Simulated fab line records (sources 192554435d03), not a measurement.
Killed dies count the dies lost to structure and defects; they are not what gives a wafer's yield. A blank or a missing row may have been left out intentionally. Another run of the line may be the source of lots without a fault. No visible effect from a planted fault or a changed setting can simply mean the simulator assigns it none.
Matching of chambers / flow n5_finfet / 3 sister chambers for N5_BEOL_M0_SAQP_PECVD_96 on pecvd-04
The step deposits a-Si from SiH4/He, target thk 45 nm, time 45.2 s. 14 wafers are shown with their chamber, then 7 later ones without.

== WAFERS PAIRED WITH THEIR CHAMBERS ==
wafer=L079.1; chamber=1; showerhead_plenum_p_Torr (Torr)=5.69; throttle_valve_pct (%)=18.3; heater_power_w (W)=610
wafer=L079.4; chamber=1; showerhead_plenum_p_Torr (Torr)=5.71; throttle_valve_pct (%)=18.4; heater_power_w (W)=630
wafer=L079.6; chamber=2; showerhead_plenum_p_Torr (Torr)=5.67; throttle_valve_pct (%)=17.3; heater_power_w (W)=666
wafer=L083.2; chamber=1; showerhead_plenum_p_Torr (Torr)=5.70; throttle_valve_pct (%)=18.5; heater_power_w (W)=603
wafer=L083.5; chamber=2; showerhead_plenum_p_Torr (Torr)=5.66; throttle_valve_pct (%)=17.1; heater_power_w (W)=760
wafer=L083.6; chamber=0; showerhead_plenum_p_Torr (Torr)=5.62; throttle_valve_pct (%)=18.2; heater_power_w (W)=578
wafer=L084.3; chamber=0; showerhead_plenum_p_Torr (Torr)=5.59; throttle_valve_pct (%)=18.3; heater_power_w (W)=536
wafer=L084.5; chamber=0; showerhead_plenum_p_Torr (Torr)=5.63; throttle_valve_pct (%)=18.2; heater_power_w (W)=525
wafer=L084.6; chamber=1; showerhead_plenum_p_Torr (Torr)=5.71; throttle_valve_pct (%)=18.2; heater_power_w (W)=682
wafer=L085.1; chamber=1; showerhead_plenum_p_Torr (Torr)=5.70; throttle_valve_pct (%)=18.0; heater_power_w (W)=671
wafer=L085.2; chamber=2; showerhead_plenum_p_Torr (Torr)=5.66; throttle_valve_pct (%)=17.2; heater_power_w (W)=761
wafer=L085.5; chamber=0; showerhead_plenum_p_Torr (Torr)=5.62; throttle_valve_pct (%)=18.2; heater_power_w (W)=596
wafer=L089.2; chamber=0; showerhead_plenum_p_Torr (Torr)=5.61; throttle_valve_pct (%)=18.0; heater_power_w (W)=611
wafer=L089.3; chamber=2; showerhead_plenum_p_Torr (Torr)=5.66; throttle_valve_pct (%)=17.6; heater_power_w (W)=636

SIGNATURES (means of the wafers above)
reading=showerhead_plenum_p_Torr; chamber 0=5.6140; chamber 1=5.7020; chamber 2=5.6625; scatter within a chamber=0.0108
reading=throttle_valve_pct; chamber 0=18.180; chamber 1=18.280; chamber 2=17.300; scatter within a chamber=0.175
reading=heater_power_w; chamber 0=569.20; chamber 1=639.20; chamber 2=705.75; scatter within a chamber=45.9
Rule: distance of a wafer from a chamber = root of the sum over the readings of ((wafer's reading minus chamber's mean) / reading's scatter) squared. The wafer belongs to the nearest chamber; if the next one is less than 2 further off, it can't be placed. How the scatter is found: for the shown wafers, subtract from each reading the mean of its chamber, square and add these, divide the total by (wafers less chambers), then take the root.

== WAFERS WITHOUT THEIR CHAMBER ==
wafer=L089.6; showerhead_plenum_p_Torr (Torr)=5.66; throttle_valve_pct (%)=17.2; heater_power_w (W)=651
wafer=L094.1; showerhead_plenum_p_Torr (Torr)=5.70; throttle_valve_pct (%)=18.2; heater_power_w (W)=574
wafer=L094.2; showerhead_plenum_p_Torr (Torr)=5.61; throttle_valve_pct (%)=18.1; heater_power_w (W)=582
wafer=L094.5; showerhead_plenum_p_Torr (Torr)=5.61; throttle_valve_pct (%)=18.2; heater_power_w (W)=591
wafer=L095.2; showerhead_plenum_p_Torr (Torr)=5.71; throttle_valve_pct (%)=18.0; heater_power_w (W)=687
wafer=L095.3; showerhead_plenum_p_Torr (Torr)=5.65; throttle_valve_pct (%)=16.3; heater_power_w (W)=671
wafer=L095.5; showerhead_plenum_p_Torr (Torr)=5.64; throttle_valve_pct (%)=16.2; heater_power_w (W)=673

== THE CHAMBER EACH PASSED THROUGH ==
wafer=L089.6; from the rows above=2; in truth=2
wafer=L094.1; from the rows above=1; in truth=1
wafer=L094.2; from the rows above=0; in truth=0
wafer=L094.5; from the rows above=0; in truth=0
wafer=L095.2; from the rows above=1; in truth=1
wafer=L095.3; from the rows above=2; in truth=2
wafer=L095.5; from the rows above=2; in truth=2
7 of 7 placed correctly. Not placeable from these rows: 0. 0 placed wrongly.
